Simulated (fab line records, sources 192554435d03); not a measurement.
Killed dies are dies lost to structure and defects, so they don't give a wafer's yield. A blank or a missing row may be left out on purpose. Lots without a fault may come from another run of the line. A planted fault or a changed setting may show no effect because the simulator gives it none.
A struck lot beside a sound one | flow n5_finfet | 16 steps out of a route of 1938
Sound: wafers L270.1, L270.4, L270.6. Struck: wafer L282.3. (L282.1 of the same lot was not struck and is left out.) The cause comes at the end.
At each step with rows: each side's tool, then ch and its chambers, then its first start. Under that, the readings that differ: sound wafers | struck wafers | difference of the means | sigmas: that difference in standard deviations of wafers without a fault.
alike: readings whose means differ by less than 2 such deviations, and words and numbers that are the same on both sides. not compared: withheld readings, readings that some wafer has no value for, bounds like >300 that may hide the same value, and numbers for which the record gives no deviation and whose values overlap.
The two part at a step that has a row with sigmas, a row that says differs or no value, or rows on one side only. Numbers that don't overlap but have no deviation are shown without sigmas and don't part them. A reading that every wafer of one side lacks parts them only if that side has two wafers or more.

N5_BEOL_M11_HM_DEP_02: deposits TiN, target thk 20 nm.
  sound on pvd_sputter-01, day 11 19:38; struck on pvd_sputter-03, day 14 09:59
  alike: substrate_temp_c, throttle_valve_pct
then, 8 steps without rows for these wafers: N5_BEOL_M11_COAT_59 (time 60 s, resist thk 100 nm); N5_BEOL_M11_COAT_60 (time 60 s, resist thk 30 nm); N5_BEOL_M11_COAT_05 (resist thk 90 nm); N5_BEOL_M11_EBR_07; N5_BEOL_M11_SOFTBAKE_06 (time 60 s); N5_BEOL_M11_EXPOSE_08 (exposes mask M11); N5_BEOL_M11_PEB_09 (peb time 60 s); N5_BEOL_M11_DEVELOP_10 (develop time 30 s).
N5_BEOL_M11_CD_MEAS_11: target cd 64.1 nm.
  sound on cd_sem-02 ch 0, day 11 20:07; struck on cd_sem-03 ch 0, day 14 10:22
  alike: cd_nm
N5_BEOL_M11_OVL_MEAS_12:
  sound on overlay-02 ch 0, day 11 20:09; struck on overlay-01 ch 0, day 14 10:23
  alike: M11_OVL
N5_BEOL_M11_INSPECT_13: inspects for defects (brightfield).
  sound on defect_inspect-01, day 11 20:11; struck on defect_inspect-02, day 14 10:25
  alike: raw_defect_count
N5_BEOL_M11_DESCUM_16: chemistry O2, time 7.9 s.
  sound on rie_diel-02 ch 0,2, day 11 20:13; struck on rie_diel-02 ch 3, day 14 10:27
  reading                                       | sound          | struck | difference | sigmas
  model.CAR-ArF_of_BEOL_M11_COAT_05.thk_nm (nm) | 83.2 83.4 83.6 | 84     | +1         |
  alike: bias_power_w, drypump_motor_current_A, oes_product_au, rf_vpp_V, showerhead_plenum_p_Torr, throttle_valve_pct
  not compared: rf_fwd_power_W, rf_hours_counter_h
N5_BEOL_M11_ETCH_61: etches SiARC in CF4, target depth 39 nm, time 65 s.
  sound on rie_diel-02 ch 0,2, day 11 20:15; struck on rie_diel-02 ch 3, day 14 10:29
  reading                                       | sound          | struck | difference | sigmas
  model.CAR-ArF_of_BEOL_M11_COAT_05.thk_nm (nm) | 55.2 55.4 55.6 | 56.2   | +0.8       |
  alike: drypump_motor_current_A, etch_rf_on_time_s, oes_product_au, rf_fwd_power_W, rf_vpp_V, showerhead_plenum_p_Torr, throttle_valve_pct
  not compared: rf_hours_counter_h
N5_BEOL_M11_ETCH_62: etches SOC in N2/H2, target depth 110 nm, overetch 22 nm, time 165 s.
  sound on rie_diel-02 ch 0,2, day 11 20:18; struck on rie_diel-02 ch 3, day 14 10:32
  reading            | sound             | struck | difference | sigmas
  rf_fwd_power_W (W) | 836.4 835.0 836.8 | 842.6  | +6.5       | +3
  alike: drypump_motor_current_A, oes_product_au, rf_vpp_V, showerhead_plenum_p_Torr, throttle_valve_pct
  not compared: rf_hours_counter_h
N5_PASSIVATION_PROBE_49:
  the record has rows for the sound wafers here (prober-01, day 13 09:19) and none for the struck ones

WHERE THEY PART
First at N5_BEOL_M11_ETCH_62; last, within this record, at N5_PASSIVATION_PROBE_49.

WHY: what the simulator had put in
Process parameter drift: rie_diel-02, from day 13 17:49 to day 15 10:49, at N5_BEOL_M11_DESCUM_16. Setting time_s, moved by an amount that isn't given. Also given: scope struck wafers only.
